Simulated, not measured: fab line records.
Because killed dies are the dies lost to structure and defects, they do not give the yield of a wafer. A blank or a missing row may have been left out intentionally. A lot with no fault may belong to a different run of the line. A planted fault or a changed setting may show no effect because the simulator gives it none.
Split-lot experiment -- flow n5 finfet -- 39 wafers read from 7 lots, route of 1938 steps

SPLIT DETAILS
At N5_HKMG_FIN_EXPOSE_09 (exposes mask NWFM), the setting dose mj was moved away from the recipe's 39.25 on 15 of the 39 wafers read, by -7.9% to +7.6%. For the rest of the wafers, this setting stayed at what the recipe calls for.

FROM THE SPLIT TO THE READING: what the file shows between them, 2 steps
- N5_HKMG_FIN_PEB_10: peb time 60 s
- N5_HKMG_FIN_DEVELOP_11: develop time 30 s

THE READING
cd nm, in nm, at N5_HKMG_FIN_CD_MEAS_12 (target cd 92.8 nm). Fault-free wafers of this fab line usually give 93.0 nm, standard deviation 1 nm.

wafer,"tool, chamber at the split",dose mj as run,against the recipe,"cd nm, nm",against lot-mates on the recipe
L074.1,"arfi scanner-03, 0",39.25,recipe,91.6,-
L074.2,"arfi scanner-03, 0",39.25,recipe,93.4,-
L074.3,"arfi scanner-03, 0",39.25,recipe,93.0,-
L074.4,"arfi scanner-03, 0",39.25,recipe,92.3,-
L074.5,"arfi scanner-03, 0",39.25,recipe,92.6,-
L074.6,"arfi scanner-03, 0",39.25,recipe,93.2,-
L075.1,"arfi scanner-02, 0",39.25,recipe,92.1,-
L075.2,"arfi scanner-02, 0",39.25,recipe,93.9,-
L075.3,"arfi scanner-02, 0",39.25,recipe,92.5,-
L076.1,"arfi scanner-03, 0",36.15,-7.9%,88.8,-5.5
L076.2,"arfi scanner-03, 0",36.15,-7.9%,88.2,-6.1
L076.3,"arfi scanner-03, 0",39.25,recipe,93.9,-
L076.4,"arfi scanner-03, 0",39.25,recipe,94.5,-
L076.5,"arfi scanner-03, 0",39.25,recipe,94.5,-
L076.6,"arfi scanner-03, 0",36.15,-7.9%,88.8,-5.5
L078.1,"arfi scanner-03, 0",40.44,+3.0%,95.4,+3.0
L078.2,"arfi scanner-03, 0",39.25,recipe,92.6,-
L078.3,"arfi scanner-03, 0",40.44,+3.0%,93.4,+1.0
L078.4,"arfi scanner-03, 0",40.44,+3.0%,95.5,+3.1
L078.5,"arfi scanner-03, 0",39.25,recipe,92.3,-
L078.6,"arfi scanner-03, 0",39.25,recipe,92.2,-
L085.1,"arfi scanner-02, 0",39.25,recipe,93.3,-
L085.2,"arfi scanner-02, 0",39.25,recipe,93.9,-
L085.3,"arfi scanner-02, 0",41.7,+6.2%,97.5,+4.1
L085.4,"arfi scanner-02, 0",41.7,+6.2%,97.5,+4.1
L085.5,"arfi scanner-02, 0",41.7,+6.2%,98.6,+5.2
L085.6,"arfi scanner-02, 0",39.25,recipe,93.1,-
L092.1,"arfi scanner-02, 0",39.25,recipe,93.8,-
L092.2,"arfi scanner-02, 0",42.22,+7.6%,98.5,+5.2
L092.3,"arfi scanner-02, 0",39.25,recipe,93.6,-
L092.4,"arfi scanner-02, 0",39.25,recipe,92.4,-
L092.5,"arfi scanner-02, 0",42.22,+7.6%,98.0,+4.7
L092.6,"arfi scanner-02, 0",42.22,+7.6%,98.4,+5.1
L095.1,"arfi scanner-01, 0",38.01,-3.2%,91.8,-1.3
L095.2,"arfi scanner-01, 0",39.25,recipe,93.1,-
L095.3,"arfi scanner-01, 0",38.01,-3.2%,91.1,-2.0
L095.4,"arfi scanner-01, 0",39.25,recipe,92.4,-
L095.5,"arfi scanner-01, 0",38.01,-3.2%,92.0,-1.1
L095.6,"arfi scanner-01, 0",39.25,recipe,93.8,-

FIT RESULTS
A straight line over all 39 wafers: cd nm changes by +0.639 nm for each +1% of dose mj; r = +0.95; the points scatter about the line by 0.78 nm.
The same after taking each lot's own level away (the mean of its wafers on the recipe; 39 wafers): +0.688 nm for each +1%; r = +0.97; scatter 0.6 nm.
According to that fit, moving dose mj by its largest amount changes the reading by 5.4 nm.
Across the lots, their own levels run from 92.37 to 94.30 nm, a range of 1.9 times the standard deviation given above.
So the lot-to-lot level changes the slope little: the two slopes agree.
Check: -5.36 nm against its lot-mates is what the line predicts for one of the wafers moved furthest among these (-7.9%) when that wafer is left out of the fit. It came out at -5.5 nm against them.

ADDITIONAL SPLITS CARRIED BY THESE WAFERS
Other splits were also applied to these wafers ahead of the reading. Each is held against what the fit with the lots' levels taken away leaves over:
other split on the same wafers,wafers away from the commonest value,r with cd nm (lot level and that fit taken away)
N5_WELL_APT_EPI_41 time s,12,-0.08
N5_STI_FIN_REVEAL_ETCHBACK_08 target depth a,15,-0.01
N5_DUMMY_GATE_ETCH_32 time s,12,+0.01
N5_HKMG_FIN_EXPOSE_46 dose mj,18,+0.02

FILE'S OWN FIT
cd nm changes by +0.692 nm for each +1% of dose mj, r = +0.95.
